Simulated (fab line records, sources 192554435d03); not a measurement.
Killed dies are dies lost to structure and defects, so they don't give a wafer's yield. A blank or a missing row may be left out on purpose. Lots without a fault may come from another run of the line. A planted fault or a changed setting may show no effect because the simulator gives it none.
One fault seen from 3 desks | flow n5_finfet | each desk has only its own numbers; what lay behind them comes last

THE METROLOGY DESK
What the gauges read, lot by lot, whatever tool the lot ran on: means of the sampled wafers that have a number. A lot is out of limits, marked OUT, if its mean lies more than 4 standard deviations from the usual mean; the brackets give that distance.
Columns: A = FIN_CORE_OVL at N5_FIN_SAQP_OVL_MEAS_17, usual 0.1 nm
lot  | first seen here | A
L561 | day 1 21:34     | -0.7
L562 | day 2 04:25     | 1.8
L565 | day 2 22:22     | -0.9
L566 | day 3 04:26     | -0.2
L569 | day 3 23:10     | -0.7
L571 | day 4 10:59     | -0.7
L572 | day 4 17:17     | -0.0
L574 | day 5 06:16     | -0.4
L575 | day 5 10:50     | -0.2
L577 | day 5 22:15     | 0.9
L580 | day 6 15:37     | 0.3
L581 | day 6 22:06     | -0.3
L583 | day 7 09:25     | 1.2
This desk's finding: nothing out of limits on any of the 13 lots.

THE DEFECT DESK
What the inspections along the route counted, lot by lot: means of the sampled wafers that have a number. A lot is out of limits, marked OUT, if its mean lies more than 4 standard deviations from the usual mean; the brackets give that distance.
Columns: A = raw_defect_count at N5_FIN_SAQP_INSPECT_18, usual 403
lot  | first seen here | A
L561 | day 1 21:35     | 539
L562 | day 2 04:27     | 423
L565 | day 2 22:23     | 315
L566 | day 3 04:28     | 355
L569 | day 3 23:11     | 338
L571 | day 4 11:01     | 279
L572 | day 4 17:19     | 414
L574 | day 5 06:18     | 512
L575 | day 5 10:52     | 456
L577 | day 5 22:16     | 415
L580 | day 6 15:39     | 511
L581 | day 6 22:07     | 383
L583 | day 7 09:26     | 321
This desk's finding: nothing out of limits on any of the 13 lots.

THE TOOL OWNER'S DESK: arfi_scanner-03
The tool's own readings at N5_FIN_SAQP_EXPOSE_13 (exposes mask FIN CORE, target cd 35.6 nm): means of the sampled wafers that have a number, for each lot that ran on this tool. A lot is out of limits, marked OUT, if its mean lies more than 4 standard deviations from the usual mean; the brackets give that distance.
Columns: A = exposure_dose_mJ_cm2 at N5_FIN_SAQP_EXPOSE_13, usual 63.20
lot  | first seen here | A
L566 | day 3 04:17     | 63.19
L569 | day 3 22:59     | 64.81 (+24) OUT
L571 | day 4 10:49     | 64.47 (+19) OUT
This desk's finding: out of limits on L569, L571; first on L569, day 3 22:59 (exposure_dose_mJ_cm2 at N5_FIN_SAQP_EXPOSE_13). In limits: L566.

PUT TOGETHER
The tool owner's desk could have raised an alarm at day 3 22:59, on L569, L571.
The metrology desk saw nothing out of limits.
The defect desk saw nothing out of limits.
The metrology desk has L569, L571 on record, within its limits.
The defect desk has L569, L571 on record, within its limits.
Of the lots named, all ran N5_FIN_SAQP_EXPOSE_13 on arfi_scanner-03.

WHAT THE SIMULATOR HAD PUT IN
Process parameter drift: arfi_scanner-03, from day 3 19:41 on, at N5_FIN_SAQP_EXPOSE_13. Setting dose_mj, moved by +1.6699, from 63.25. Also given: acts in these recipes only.
Lots struck among those shown: L569, L571.
Hours from the fault's start to each desk's first reading out of limits: the tool owner's desk, 3.
